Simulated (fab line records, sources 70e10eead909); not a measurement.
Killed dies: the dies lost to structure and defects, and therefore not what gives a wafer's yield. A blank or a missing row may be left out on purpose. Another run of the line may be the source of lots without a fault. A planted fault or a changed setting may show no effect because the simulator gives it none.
fab line records	flow nand_harc
[record] lots = 12	wafers = 36	last_day = 32
route steps=1302 shown A_CHANNEL_HOLE_D1@472 A_CHANNEL_FILL_D1@493 END@1302
lots that met no fault: from a run of the same line without faults
start_h: start of the lot's first displayed wafer, in hours after the record's first day	wait_h: hours from the lot's prior step to this one	" same as the row above	L1.1+2: several wafers, shown together as one row	- no value, or no start given	* or withheld: withheld	< > ~ a bound
route shown NAME@n: NAME is a module with steps in the file, n the number in the route of the first one	usual: mean/standard deviation taken from wafers without a fault	same: alike in all rows	chamber/n: place in a boat	sites: the reading at each site	_std_site: the standard deviation of these	_edge_site: mean of outer sites minus mean of inner sites	radius_mm: for every site, how far away it sits from the centre of the wafer	mask NAME#n: copy n	behind: tool/chamber where the wafer was last shaped	hold: reason for holding the lot/hours on hold/outcome of the hold	device: transistor that didn't switch, given as n, p or np	end of line: the route-end tests of the same wafers	a step with no rows: only its recipe	killed: the dies lost at the first sort to structure and to defects; this is not the yield of the wafer	map: dies across one wafer; x = killed, . = not, _ = none there
set.NAME: setting as actually run; set.NAME@STEP: the setting as run at that earlier step	model.NAME: the simulator's own value behind a step, which no gauge read
the route's steps for a sample of lots (tables are steps, rows are wafers)
services: the hour from which a tool's chamber was out of use, counted from the record's first day as start_h (under 0 if before that day), plus the number of hours and why
[[steps]]
[step NHARC_A_CHANNEL_HOLE_D1_ETCH_20]
[recipe] bias_v = 3000	source_w = withheld	pressure_mtorr = 20	time_s = 361.9	ar_flow_sccm = 375	c4f8_flow_sccm = 89.3	o2_flow_sccm = 35.7	temp_c = -20	target_depth_a = 16000	chemistry = C4F8/O2/Ar
[usual] drypump_motor_current_A = 5.4/0.61	showerhead_plenum_p_Torr = 3.68/0.065	throttle_valve_pct = 32.155/0.0097
lot.wafer	tool	chamber	start_h	wait_h	drypump_motor_current_A	rf_hours_counter_h	showerhead_plenum_p_Torr	throttle_valve_pct
L902.2	har_etch-01	0	189.96	0.1	4.7	88	3.73	32.165
L902.3	"	1	"	"	5.4	-	3.73	32.153
L902.4	"	0	"	"	4.7	-	3.73	32.172
L901.1	har_etch-02	0	191.71	0.1	6.4	298	3.62	32.153
L901.2	"	1	"	"	5.2	298	3.76	32.175
L901.6	"	0	"	"	6.4	-	3.62	32.160
L903.2	har_etch-01	1	201.81	0.1	5.4	96	3.73	32.166
L903.1	"	0	"	"	4.7	96	3.73	32.159
L903.5	"	0	"	"	4.7	-	3.73	32.150
L904.2	har_etch-01	0	215.53	0.1	4.7	103	3.72	32.148
L904.4	"	0	"	"	4.8	-	3.72	32.148
L904.6	"	1	"	"	5.5	-	3.72	32.145
L905.2	har_etch-01	1	224.25	0.1	5.5	111	3.72	32.171
L905.3	"	0	"	"	4.8	-	3.72	32.150
L905.6	"	0	"	"	4.7	-	3.72	32.147
L910.1	har_etch-01	0	278.09	0.1	4.7	142	3.70	32.136
L910.2	"	1	"	"	5.5	142	3.70	32.147
L910.5	"	1	"	"	5.5	-	3.70	32.159
L911.3	har_etch-01	1	287.78	0.2	5.4	-	3.70	32.143
L911.6	"	0	"	"	4.7	-	3.70	32.155
L911.5	"	1	"	"	5.5	-	3.70	32.163
L915.4	har_etch-02	0	324.85	0.2	6.4	-	3.58	32.154
L915.5	"	0	"	"	6.4	-	3.58	32.162
L915.6	"	1	"	"	5.3	-	3.73	32.169
L914.1	har_etch-01	1	325.11	0.1	5.5	172	3.68	32.166
L914.6	"	1	"	"	5.5	-	3.68	32.156
L914.5	"	0	"	"	4.7	-	3.68	32.152
L917.2	har_etch-02	0	341.90	0.1	6.4	390	3.58	32.161
L917.3	"	1	"	"	5.2	-	3.73	32.157
L917.6	"	1	"	"	5.2	-	3.73	32.170
L920.2	har_etch-01	0	366.40	0.1	4.7	198	3.67	32.164
L920.3	"	1	"	"	5.5	-	3.67	32.146
L920.5	"	1	"	"	5.4	-	3.67	32.155
L921.1	har_etch-01	0	382.37	0.1	4.8	206	3.67	32.175
L921.3	"	1	"	"	5.4	-	3.67	32.153
L921.6	"	1	"	"	5.5	-	3.67	32.148
[step NHARC_A_CHANNEL_HOLE_D1_ETCH_33]
[recipe] bias_v = 400	source_w = 2000	pressure_mtorr = 25	time_s = 90	ar_flow_sccm = 375	c4f8_flow_sccm = 41.7	o2_flow_sccm = 83.3	temp_c = -20	target_depth_a = 4000	chemistry = C4F8/O2/Ar
[usual] drypump_motor_current_A = 5.4/0.61	showerhead_plenum_p_Torr = 3.72/0.068	throttle_valve_pct = 27.620/0.0092
lot.wafer	tool	chamber	start_h	wait_h	drypump_motor_current_A	rf_hours_counter_h	showerhead_plenum_p_Torr	throttle_valve_pct
L902.2	har_etch-01	0	193.80	0.2	4.7	92	3.77	27.618
L902.3	"	1	"	"	5.5	-	3.77	27.624
L902.4	"	0	"	"	4.7	-	3.77	27.636
L901.1	har_etch-02	0	195.55	0.2	6.4	302	3.66	27.604
L901.2	"	1	"	"	5.2	302	3.81	27.621
L901.6	"	0	"	"	6.4	-	3.66	27.625
L903.2	har_etch-01	1	205.65	0.2	5.4	99	3.77	27.619
L903.1	"	0	"	"	4.7	99	3.76	27.616
L903.5	"	0	"	"	4.7	-	3.76	27.622
L904.2	har_etch-01	0	219.35	0.2	4.7	107	3.76	27.610
L904.4	"	0	"	"	4.7	-	3.76	27.627
L904.6	"	1	"	"	5.5	-	3.76	27.603
L905.2	har_etch-01	1	228.11	0.2	5.4	114	3.76	27.621
L905.3	"	0	"	"	4.7	-	3.76	27.612
L905.6	"	0	"	"	4.7	-	3.76	27.619
L910.1	har_etch-01	0	281.96	0.2	4.7	145	3.74	27.626
L910.2	"	1	"	"	5.4	145	3.74	27.632
L910.5	"	1	"	"	5.5	-	3.74	27.621
L911.3	har_etch-01	1	291.59	0.2	5.5	-	3.73	27.629
L911.6	"	0	"	"	4.7	-	3.73	27.617
L911.5	"	1	"	"	5.5	-	3.73	27.615
L915.4	har_etch-02	0	328.72	0.2	6.4	-	3.62	27.630
L915.5	"	0	"	"	6.4	-	3.62	27.621
L915.6	"	1	"	"	5.2	-	3.77	27.621
L914.1	har_etch-01	1	328.95	0.2	5.5	176	3.72	27.632
L914.6	"	1	"	"	5.5	-	3.72	27.622
L914.5	"	0	"	"	4.7	-	3.72	27.632
L917.2	har_etch-02	0	345.72	0.2	6.3	393	3.61	27.621
L917.3	"	1	"	"	5.2	-	3.77	27.631
L917.6	"	1	"	"	5.2	-	3.77	27.622
L920.2	har_etch-01	0	370.26	0.2	4.7	202	3.71	27.596
L920.3	"	1	"	"	5.4	-	3.71	27.606
L920.5	"	1	"	"	5.4	-	3.71	27.638
L921.1	har_etch-01	0	386.24	0.2	4.8	210	3.70	27.610
L921.3	"	1	"	"	5.5	-	3.70	27.625
L921.6	"	1	"	"	5.5	-	3.70	27.640
[step NHARC_A_CHANNEL_HOLE_D1_INSPECT_40]
[usual] raw_defect_count = 75/25
lot.wafer	tool	chamber	start_h	wait_h	raw_defect_count
L902.2	defect_inspect-02	-	195.66	-	28
L902.3	"	-	"	"	46
L902.4	"	-	"	"	46
L901.1	defect_inspect-01	-	197.28	-	126
L901.2	"	-	"	"	107
L901.6	"	-	"	"	110
L903.1	defect_inspect-01	-	207.58	-	37
L903.2	"	-	"	"	52
L903.5	"	-	"	"	39
L904.2	defect_inspect-01	-	221.06	-	39
L904.4	"	-	"	"	38
L904.6	"	-	"	"	27
L905.2	defect_inspect-02	-	229.82	-	61
L905.3	"	-	"	"	72
L905.6	"	-	"	"	61
L910.1	defect_inspect-01	-	283.88	-	88
L910.2	"	-	"	"	57
L910.5	"	-	"	"	44
L911.3	defect_inspect-02	-	293.23	-	60
L911.5	"	-	"	"	90
L911.6	"	-	"	"	53
L915.4	defect_inspect-02	-	330.42	-	99
L915.5	"	-	"	"	92
L915.6	"	-	"	"	117
L914.1	defect_inspect-02	-	330.96	-	41
L914.5	"	-	"	"	35
L914.6	"	-	"	"	41
L917.2	defect_inspect-02	-	347.41	-	93
L917.3	"	-	"	"	119
L917.6	"	-	"	"	94
L920.2	defect_inspect-02	-	372.01	-	858
L920.3	"	-	"	"	797
L920.5	"	-	"	"	944
L921.1	defect_inspect-02	-	387.97	-	862
L921.3	"	-	"	"	915
L921.6	"	-	"	"	857
[step NHARC_A_CHANNEL_FILL_D1_ALD_03]
[recipe] target_thk_a = 60	pulse_time_s = 60	ald_cycles = 58	temp_c = 630	pressure_torr = 2	material = SiNx
[usual] precursor_pulse_height_rel = 0.998/0.021
[same] pulse_time_s = 60
lot.wafer	tool	chamber	start_h	wait_h	precursor_pulse_height_rel
L901.1	ald_sin_batch-02	0	-	-	1.017
L901.2	"	0	"	"	1.017
L901.6	"	0	"	"	0.969
L902.2	ald_sin_batch-02	0	-	-	1.002
L902.3	"	0	"	"	0.967
L902.4	"	0	"	"	0.991
L903.1	ald_sin_batch-03	0	-	-	1.016
L903.2	"	0	"	"	0.982
L903.5	"	0	"	"	0.985
L904.2	ald_sin_batch-02	0	-	-	0.961
L904.4	"	0	"	"	1.004
L904.6	"	0	"	"	1.000
L905.2	ald_sin_batch-03	0	-	-	0.993
L905.3	"	0	"	"	0.978
L905.6	"	0	"	"	1.007
L910.1	ald_sin_batch-01	0	-	-	1.013
L910.2	"	0	"	"	1.016
L910.5	"	0	"	"	0.975
L911.3	ald_sin_batch-03	0	-	-	1.000
L911.5	"	0	"	"	0.975
L911.6	"	0	"	"	0.985
L914.1	ald_sin_batch-02	0	-	-	1.020
L914.5	"	0	"	"	0.987
L914.6	"	0	"	"	0.981
L915.4	ald_sin_batch-02	0	-	-	0.959
L915.5	"	0	"	"	0.985
L915.6	"	0	"	"	0.998
L917.2	ald_sin_batch-03	0	-	-	1.015
L917.3	"	0	"	"	0.953
L917.6	"	0	"	"	1.021
L920.2	ald_sin_batch-03	0	-	-	0.972
L920.3	"	0	"	"	0.973
L920.5	"	0	"	"	0.994
L921.1	ald_sin_batch-02	0	-	-	0.997
L921.3	"	0	"	"	0.981
L921.6	"	0	"	"	1.018
[step NHARC_A_CHANNEL_FILL_D1_ALD_16]
[recipe] target_thk_a = 15	pulse_time_s = 10	ald_cycles = 15	temp_c = 300	material = SiO2
[usual] heater_power_w = 450/38	precursor_pulse_height_rel = 1.001/0.021
[same] pulse_time_s = 10
lot.wafer	tool	chamber	start_h	wait_h	heater_power_w	precursor_pulse_height_rel
L902.3	ald_hk-01	0	209.09	0.1	501	0.996
L902.4	"	1	"	"	403	0.976
L902.2	"	2	"	"	428	1.020
L901.1	ald_hk-03	1	209.11	0.1	525	1.009
L901.2	"	2	"	"	477	1.016
L901.6	"	0	"	"	463	0.979
L903.2	ald_hk-01	0	220.06	0.1	498	1.031
L903.1	"	1	"	"	401	1.023
L903.5	"	3	"	"	422	1.017
L904.2	ald_hk-04	3	233.44	0.1	450	0.991
L904.4	"	1	"	"	424	1.007
L904.6	"	2	"	"	439	0.978
L905.3	ald_hk-01	2	242.62	0.1	412	0.997
L905.2	"	3	"	"	408	0.999
L905.6	"	1	"	"	410	0.975
L910.1	ald_hk-04	0	295.98	0.1	510	1.000
L910.2	"	1	"	"	388	0.964
L910.5	"	3	"	"	437	1.040
L911.3	ald_hk-04	3	305.68	0.0	434	1.006
L911.6	"	3	"	"	437	0.989
L911.5	"	0	"	"	494	1.013
L915.4	ald_hk-03	3	342.93	0.1	411	0.984
L915.6	"	0	"	"	456	1.006
L915.5	"	1	"	"	505	0.981
L914.1	ald_hk-03	0	343.06	0.3	465	1.022
L914.5	"	2	"	"	461	1.023
L914.6	"	3	"	"	423	0.997
L917.2	ald_hk-03	2	360.10	0.0	459	1.010
L917.3	"	1	"	"	512	0.961
L917.6	"	3	"	"	411	0.957
L920.2	ald_hk-03	0	383.97	0.1	461	1.004
L920.3	"	2	"	"	455	0.996
L920.5	"	3	"	"	411	0.994
L921.3	ald_hk-01	0	400.88	0.6	509	1.005
L921.1	"	1	"	"	427	1.006
L921.6	"	3	"	"	428	1.017
[step NHARC_END_SORT_01]
[recipe] temp_c = 25
[usual] killed_at_array = 55/20	killed_at_other = 0.7/0.96	killed_at_periphery = 4.1/2.4	killed_dies = 60/20	killed_open = 3.3/1.9	killed_short = 2.8/1.6
[same] gross_dies = 677
lot.wafer	tool	chamber	start_h	wait_h	killed_at_array	killed_at_other	killed_at_periphery	killed_dies	killed_open	killed_short
L911.3	prober-02	0	656.20	3.1	39	0	6	45	4	3
L911.5	prober-02	0	657.81	3.7	49	0	5	54	5	1
L911.6	prober-02	0	658.62	4.0	45	0	11	56	3	2
L914.1	prober-01	0	697.90	2.5	43	4	4	51	4	1
L914.5	prober-01	0	701.13	3.7	50	1	5	56	1	2
L914.6	prober-01	0	701.93	4.0	49	0	4	53	5	3
L917.2	prober-01	0	714.26	2.8	89	2	1	92	1	0
L917.3	prober-01	0	715.06	3.1	86	2	1	89	6	3
L917.6	prober-01	0	717.47	4.0	82	0	2	84	4	3
L915.4	prober-02	0	715.88	3.4	68	0	5	73	6	4
L915.5	prober-02	0	716.68	3.7	59	0	4	63	7	4
L915.6	prober-02	0	717.49	4.0	61	2	4	67	6	1
L920.2	prober-02	0	745.07	2.8	99	0	2	101	1	1
L920.3	prober-02	0	745.86	3.1	76	0	2	78	2	2
L920.5	prober-02	0	747.46	3.7	84	1	7	92	6	4
L921.1	prober-01	0	761.77	2.5	107	2	2	111	5	3
L921.3	prober-01	0	763.37	3.1	76	2	3	81	1	2
L921.6	prober-01	0	765.77	4.0	87	1	1	89	2	1
// killed by level:class
L911.3 A_SLIT:chamber_film_flake=22 A_CONTACT:chamber_film_flake=6 A_CHANNEL_HOLE_D2:chamber_film_flake=3 P_M2:chamber_film_flake=2 P_BONDPAD:chamber_film_flake=2 P_STI:geometric_particle:open=1 P_CONTACT:geometric_particle:open=1 A_CHANNEL_HOLE_D1:geometric_particle:short=1
L911.5 A_SLIT:chamber_film_flake=29 A_CONTACT:chamber_film_flake=4 A_DECK1_JOINT:chamber_film_flake=3 A_CHANNEL_HOLE_D2:chamber_film_flake=3 A_CHANNEL_HOLE_D1:chamber_film_flake=2 P_GATE:geometric_particle:open=1 P_CONTACT:geometric_particle:open=1 A_CHANNEL_FILL_D1:geometric_particle:short=1
L911.6 A_SLIT:chamber_film_flake=30 P_M2:chamber_film_flake=6 A_CHANNEL_HOLE_D1:chamber_film_flake=4 A_CHANNEL_FILL_D1:geometric_particle:open=2 A_CONTACT:chamber_film_flake=2 A_DECK1_JOINT:chamber_film_flake=2 A_CHANNEL_HOLE_D2:chamber_film_flake=2 P_STI:geometric_particle:short=1
L914.1 A_SLIT:chamber_film_flake=24 A_WL_FILL:chamber_film_flake=4 THIN_TSV:chamber_film_flake=4 A_STAIRCASE:chamber_film_flake=3 A_CONTACT:chamber_film_flake=3 P_BONDPAD:chamber_film_flake=2 A_CHANNEL_HOLE_D1:chamber_film_flake=2 P_GATE:geometric_particle:short=1
L914.5 A_SLIT:chamber_film_flake=30 A_CONTACT:chamber_film_flake=4 A_STAIRCASE:chamber_film_flake=3 A_SGD_CUT:chamber_film_flake=3 P_GATE:geometric_particle:short=2 P_BONDPAD:chamber_film_flake=2 A_CHANNEL_HOLE_D1:chamber_film_flake=2 A_DECK1_JOINT:chamber_film_flake=2
L914.6 A_SLIT:chamber_film_flake=27 A_CHANNEL_HOLE_D1:chamber_film_flake=9 P_M0:geometric_particle:open=3 A_STAIRCASE:chamber_film_flake=3 A_CONTACT:chamber_film_flake=3 A_WL_FILL:chamber_film_flake=2 A_ONON_D1:geometric_particle:short=1 A_CHANNEL_FILL_D1:geometric_particle:short=1
L917.2 A_SLIT:chamber_film_flake=32 A_CHANNEL_HOLE_D1:chamber_film_flake=29 A_CHANNEL_HOLE_D2:chamber_film_flake=19 A_CONTACT:chamber_film_flake=4 A_STAIRCASE:chamber_film_flake=2 A_BLC:chamber_film_flake=2 THIN_TSV:chamber_film_flake=2 A_WL_FILL:geometric_particle:open=1
L917.3 A_CHANNEL_HOLE_D1:chamber_film_flake=28 A_SLIT:chamber_film_flake=27 A_CHANNEL_HOLE_D2:chamber_film_flake=18 A_CONTACT:chamber_film_flake=3 A_BLC:geometric_particle:open=2 A_CHANNEL_HOLE_D1:geometric_particle:short=1 A_DECK1_JOINT:geometric_particle:short=1 A_ONON_D2:geometric_particle:open=1
L915.4 A_CHANNEL_HOLE_D1:chamber_film_flake=35 A_CHANNEL_HOLE_D2:chamber_film_flake=17 A_SLIT:chamber_film_flake=4 A_CHANNEL_FILL_D2:geometric_particle:short=3 P_GATE:chamber_film_flake=3 A_CHANNEL_FILL_D1:geometric_particle:open=2 A_M0:geometric_particle:open=2 A_STAIRCASE:chamber_film_flake=2
L915.5 A_CHANNEL_HOLE_D1:chamber_film_flake=24 A_CHANNEL_HOLE_D2:chamber_film_flake=17 A_DECK1_JOINT:chamber_film_flake=4 A_STAIRCASE:chamber_film_flake=3 A_ONON_D1:geometric_particle:open=2 A_ONON_D1:geometric_particle:short=2 A_M0:geometric_particle:open=2 P_GATE:chamber_film_flake=2
L917.6 A_CHANNEL_HOLE_D1:chamber_film_flake=30 A_SLIT:chamber_film_flake=27 A_CHANNEL_HOLE_D2:chamber_film_flake=12 A_CONTACT:chamber_film_flake=3 A_BLC:geometric_particle:open=2 A_CHANNEL_HOLE_D1:geometric_particle:short=1 A_ONON_D2:geometric_particle:short=1 A_WL_FILL:geometric_particle:open=1
L915.6 A_CHANNEL_HOLE_D1:chamber_film_flake=32 A_CHANNEL_HOLE_D2:chamber_film_flake=16 A_DECK1_JOINT:chamber_film_flake=3 A_STAIRCASE:chamber_film_flake=3 STARTING-WAFER:geometric_particle:open=2 A_SLIT:chamber_film_flake=2 A_CONTACT:chamber_film_flake=2 P_M0:geometric_particle:open=1
L920.2 A_CHANNEL_HOLE_D1:unspecified=85 A_CHANNEL_HOLE_D1:chamber_film_flake=3 A_SLIT:chamber_film_flake=3 P_GATE:chamber_film_flake=2 A_CONTACT:chamber_film_flake=2 A_STAIRCASE:chamber_film_flake=2 A_WL_FILL:chamber_film_flake=2 A_CHANNEL_FILL_D1:geometric_particle:short=1
L920.3 A_CHANNEL_HOLE_D1:unspecified=65 A_SLIT:chamber_film_flake=5 A_ONON_D2:geometric_particle:short=1 A_CHANNEL_HOLE_D2:geometric_particle:open=1 A_CHANNEL_FILL_D2:geometric_particle:short=1 A_CONTACT:geometric_particle:open=1 P_GATE:chamber_film_flake=1 P_M1:chamber_film_flake=1
L920.5 A_CHANNEL_HOLE_D1:unspecified=64 A_CHANNEL_HOLE_D1:chamber_film_flake=5 P_M1:chamber_film_flake=3 A_SLIT:chamber_film_flake=3 A_WL_FILL:chamber_film_flake=3 A_CONTACT:chamber_film_flake=3 P_M0:geometric_particle:open=2 A_DECK1_JOINT:geometric_particle:open=2
L921.1 A_CHANNEL_HOLE_D1:unspecified=90 A_CHANNEL_HOLE_D1:chamber_film_flake=3 A_WL_FILL:geometric_particle:short=2 A_WL_FILL:geometric_particle:open=2 A_SLIT:chamber_film_flake=2 A_CONTACT:chamber_film_flake=2 P_ZERO_WELL:geometric_particle:open=1 A_SOURCE_PLATE:geometric_particle:open=1
L921.3 A_CHANNEL_HOLE_D1:unspecified=67 A_CONTACT:chamber_film_flake=4 P_STI:chamber_film_flake=2 THIN_TSV:chamber_film_flake=2 P_M0:geometric_particle:short=1 A_CHANNEL_FILL_D2:geometric_particle:open=1 A_M1:geometric_particle:short=1 A_ZERO_WELL:chamber_film_flake=1
L921.6 A_CHANNEL_HOLE_D1:unspecified=67 A_SLIT:chamber_film_flake=6 A_CHANNEL_HOLE_D1:chamber_film_flake=3 A_CONTACT:chamber_film_flake=3 A_CHANNEL_FILL_D2:geometric_particle:open=1 A_WL_FILL:geometric_particle:short=1 A_CONTACT:geometric_particle:open=1 P_M1:chamber_film_flake=1
[[services]]
tool	chamber	start_h	hours	kind
ald_hk-03	-	212.69	10.0	pm
ald_hk-03	0	212.69	10.0	vent_cycle
ald_hk-03	1	212.69	10.0	vent_cycle
ald_hk-03	2	212.69	10.0	vent_cycle
har_etch-01	-	240.63	3.7	repair
ald_hk-01	-	251.76	0.4	repair
ald_hk-04	-	254.95	10.0	pm
har_etch-02	1	264.98	-	consumable_replace:focus_ring
har_etch-02	1	264.98	17.0	scheduled_down
har_etch-02	1	264.98	17.0	vent_cycle
ald_sin_batch-02	-	266.00	26.0	pm
ald_hk-01	-	303.25	10.0	pm
har_etch-02	-	320.03	0.0	repair
ald_sin_batch-02	-	327.26	3.3	repair
ald_hk-01	-	361.96	0.6	repair
har_etch-02	-	378.25	17.0	pm
har_etch-02	0	378.25	17.0	vent_cycle
har_etch-02	1	378.25	17.0	vent_cycle
ald_hk-03	-	390.69	10.0	pm
har_etch-02	0	395.25	-	clean
har_etch-02	0	395.25	-	consumable_replace:focus_ring
har_etch-02	0	395.25	-	consumable_replace:showerhead
har_etch-02	1	395.25	-	clean
har_etch-02	1	395.25	-	consumable_replace:esc
[[key]]
[first_sign] step = NHARC_A_CHANNEL_HOLE_D1_INSPECT_40	reading = raw_defect_count	direction = up	sigmas = 31	usual = 75	struck = 872
[effect] step = NHARC_END_SORT_01	reading = killed_at_array	direction = up	sigmas = 1.6	usual = 55	struck = 88
[more_kills_born_at] NHARC_A_CHANNEL_HOLE_D1_ETCH_20@har_etch-01 = 369
met_at NHARC_A_CHANNEL_HOLE_D1_ETCH_20
struck_lots L920,L921
tester_left_out L920,L921
not_acting_at NHARC_A_CHANNEL_HOLE_D1_ETCH_33,NHARC_A_CHANNEL_FILL_D1_ALD_03,NHARC_A_CHANNEL_FILL_D1_ALD_16
onset_between 325.11 366.40
also_fits time
[fault] kind = chamber_particle_source	tool = har_etch-01	chamber = -	onset_h = 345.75	steps = NHARC_A_CHANNEL_HOLE_D1_ETCH_20	rate_per_visit_cm2 = 1.2423	end_h = 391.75
// tester_left_out: of these lots the tester's yield and bins aren't shown, on N5 and GAA mostly nor the transistor test; their killed dies are dies lost to structure and defects alone, not to doping, threshold or leakage, so they don't give the yield
